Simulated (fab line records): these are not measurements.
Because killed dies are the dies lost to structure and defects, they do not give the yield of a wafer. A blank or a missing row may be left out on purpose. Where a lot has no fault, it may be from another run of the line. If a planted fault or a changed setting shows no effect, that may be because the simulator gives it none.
Matching of chambers :: flow n5-finfet :: 4 sister chambers for N5_BEOL_M4_ALD_84 on ald-metal-01
The step deposits TaN, pulse time 2 s, purge time 3 s, co reactant purge time 2 s. 16 wafers are shown with their chamber, then 8 later ones without.

== EACH WAFER AND ITS CHAMBER ==
wafer: L074.2
chamber: 2
heater-power-w (W): 470

wafer: L074.3
chamber: 3
heater-power-w (W): 445

wafer: L074.4
chamber: 0
heater-power-w (W): 401

wafer: L075.2
chamber: 2
heater-power-w (W): 461

wafer: L075.4
chamber: 0
heater-power-w (W): 396

wafer: L075.5
chamber: 2
heater-power-w (W): 465

wafer: L078.1
chamber: 3
heater-power-w (W): 441

wafer: L078.3
chamber: 1
heater-power-w (W): 350

wafer: L078.6
chamber: 1
heater-power-w (W): 356

wafer: L081.1
chamber: 2
heater-power-w (W): 468

wafer: L081.2
chamber: 0
heater-power-w (W): 413

wafer: L081.3
chamber: 3
heater-power-w (W): 452

wafer: L084.1
chamber: 1
heater-power-w (W): 351

wafer: L084.3
chamber: 2
heater-power-w (W): 484

wafer: L084.6
chamber: 3
heater-power-w (W): 444

wafer: L086.2
chamber: 1
heater-power-w (W): 351

SIGNATURES, as means of the wafers listed above
reading: heater-power-w
chamber 0: 403.33
chamber 1: 352.00
chamber 2: 469.60
chamber 3: 445.50
scatter within a chamber: 6.74
Rule: for each reading, subtract the chamber's mean from the wafer's reading, divide by that reading's scatter and square the result; add these up over the readings and take the root, which gives the wafer's distance from the chamber. If the next closest chamber is less than 2 further off than the closest, the wafer can't be placed; otherwise it belongs to the closest. The scatter is the square root of a quotient: the sum, over the shown wafers, of each reading's squared deviation from its chamber's mean, divided by wafers minus chambers.

== WAFERS WITH NO CHAMBER GIVEN ==
wafer: L086.3
heater-power-w (W): 413

wafer: L086.4
heater-power-w (W): 466

wafer: L096.1
heater-power-w (W): 476

wafer: L096.2
heater-power-w (W): 343

wafer: L096.3
heater-power-w (W): 415

wafer: L097.1
heater-power-w (W): 454

wafer: L097.4
heater-power-w (W): 457

wafer: L097.5
heater-power-w (W): 442

== CHAMBER TAKEN BY EACH ==
wafer: L086.3
from the rows above: 0
in truth: 0

wafer: L086.4
from the rows above: 2
in truth: 2

wafer: L096.1
from the rows above: 2
in truth: 2

wafer: L096.2
from the rows above: 1
in truth: 1

wafer: L096.3
from the rows above: 0
in truth: 0

wafer: L097.1
from the rows above: can't be placed: 3 or 2
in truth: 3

wafer: L097.4
from the rows above: can't be placed: 3 or 2
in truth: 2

wafer: L097.5
from the rows above: 3
in truth: 3
Correctly placed: 6 of 8. Not placeable from these rows: 2 (in 2, the candidates include the true chamber). Wrongly placed: 0.
